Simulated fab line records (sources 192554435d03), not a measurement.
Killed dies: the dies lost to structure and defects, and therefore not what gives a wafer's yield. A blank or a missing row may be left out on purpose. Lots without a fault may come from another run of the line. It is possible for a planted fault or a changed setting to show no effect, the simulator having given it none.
Split-lot study	flow n5Finfet	39 wafers read from 7 lots, route of 1938 steps

== THE SPLIT ITSELF ==
At N5_GATE_CUT_ETCH_56 (etches TiN in Cl2/Ar, target depth 21.6 nm), the setting icpW was moved away from the recipe's 600 W on 15 of the 39 wafers read, by -12.3% to +19.1%. The other wafers ran this setting at the recipe's value.

The split's own step is where the reading is taken.

== THE READING ==
etch.depthNm (the simulator's own value, which no gauge read), in nm, at N5_GATE_CUT_ETCH_56 (etches TiN in Cl2/Ar, target depth 21.6 nm). The file does not state a usual value for it. Here, 24 wafers ran the recipe; their average is 21.83 nm with a standard deviation of 0.38 nm.

wafer	tool, chamber at the split	icpW as run, W	against the recipe	etch.depthNm, nm	against lot-mates on the recipe
L078.1	rieMetal-03, 0	634.6	+5.8%	22.29	+0.97
L078.2	rieMetal-03, 1	634.6	+5.8%	22.4	+1.08
L078.3	rieMetal-03, 1	600	recipe	21.27	-
L078.4	rieMetal-03, 0	634.6	+5.8%	22.3	+0.98
L078.5	rieMetal-03, 0	600	recipe	21.4	-
L078.6	rieMetal-03, 1	600	recipe	21.28	-
L079.1	rieMetal-02, 0	600	recipe	21.96	-
L079.2	rieMetal-02, 1	600	recipe	22.07	-
L079.3	rieMetal-02, 1	600	recipe	22.24	-
L079.4	rieMetal-02, 0	600	recipe	21.93	-
L079.5	rieMetal-02, 1	600	recipe	22.17	-
L079.6	rieMetal-02, 0	600	recipe	21.81	-
L085.1	rieMetal-02, 0	561.4	-6.4%	20.48	-1.72
L085.2	rieMetal-02, 1	561.4	-6.4%	21.07	-1.13
L085.3	rieMetal-02, 0	600	recipe	22.16	-
L085.4	rieMetal-02, 1	600	recipe	22.37	-
L085.5	rieMetal-02, 1	600	recipe	22.08	-
L085.6	rieMetal-02, 0	561.4	-6.4%	20.61	-1.59
L087.1	rieMetal-01, 1	665.9	+11.0%	23.42	+1.93
L087.2	rieMetal-01, 0	600	recipe	21.56	-
L087.3	rieMetal-01, 1	600	recipe	21.39	-
L087.4	rieMetal-01, 0	600	recipe	21.52	-
L087.5	rieMetal-01, 1	665.9	+11.0%	23.52	+2.03
L087.6	rieMetal-01, 0	665.9	+11.0%	23.83	+2.34
L091.1	rieMetal-02, 1	600	recipe	22.38	-
L091.2	rieMetal-02, 0	600	recipe	21.86	-
L091.3	rieMetal-02, 0	600	recipe	22.15	-
L091.4	rieMetal-02, 1	714.6	+19.1%	26.05	+3.92
L091.5	rieMetal-02, 1	714.6	+19.1%	25.79	+3.66
L091.6	rieMetal-02, 0	714.6	+19.1%	25.61	+3.48
L092.1	rieMetal-02, 1	600	recipe	22.3	-
L092.2	rieMetal-02, 0	526.5	-12.3%	19.53	-2.60
L092.3	rieMetal-02, 0	526.5	-12.3%	19.47	-2.66
L092.4	rieMetal-02, 1	526.5	-12.3%	19.9	-2.23
L092.5	rieMetal-02, 0	600	recipe	21.94	-
L092.6	rieMetal-02, 1	600	recipe	22.16	-
L094.2	rieMetal-03, 0	600	recipe	21.45	-
L094.5	rieMetal-03, 0	600	recipe	21.33	-
L094.6	rieMetal-03, 1	600	recipe	21.2	-

THE FIT
A straight line over all 39 wafers: etch.depthNm changes by +0.187 nm for each +1% of icpW; r = +0.96; the points scatter about the line by 0.4 nm.
The same after taking each lot's own level away (the mean of its wafers on the recipe; 39 wafers): +0.197 nm for each +1%; r = +0.99; scatter 0.17 nm.
Per that fit: largest icpW move, reading shift of 3.8 nm.
From 21.317 to 22.203 nm: that is the span of the lots' own levels, equal to 2.3 times the standard deviation above.
Hence the lot-to-lot level has little effect on the slope; both slopes agree.
Check: with one of the wafers moved furthest among these (+19.1%) left out of the fit, the line predicts +3.69 nm for it against its lot-mates. It came out at +3.92 nm against them.

== THE OTHER SPLITS THESE WAFERS WENT THROUGH ==
Note: prior to the reading, these wafers also went through further splits. Each is held against what the fit with the lots' levels taken away leaves over:
other split on the same wafers	wafers away from the commonest value	r with etch.depthNm (lot level and that fit taken away)
N5_WELL_APT_EPI_41 timeS	18	+0.13
N5_DUMMY_GATE_CVD_03 targetThkA	24	+0.14
N5_DUMMY_GATE_ETCH_32 timeS	15	-0.10
N5_HKMG_FIN_ETCH_32 targetDepthA	15	-0.11

== THE FILE'S OWN FIT ==
etch.depthNm changes by +0.196 nm for each +1% of icpW, r = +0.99.
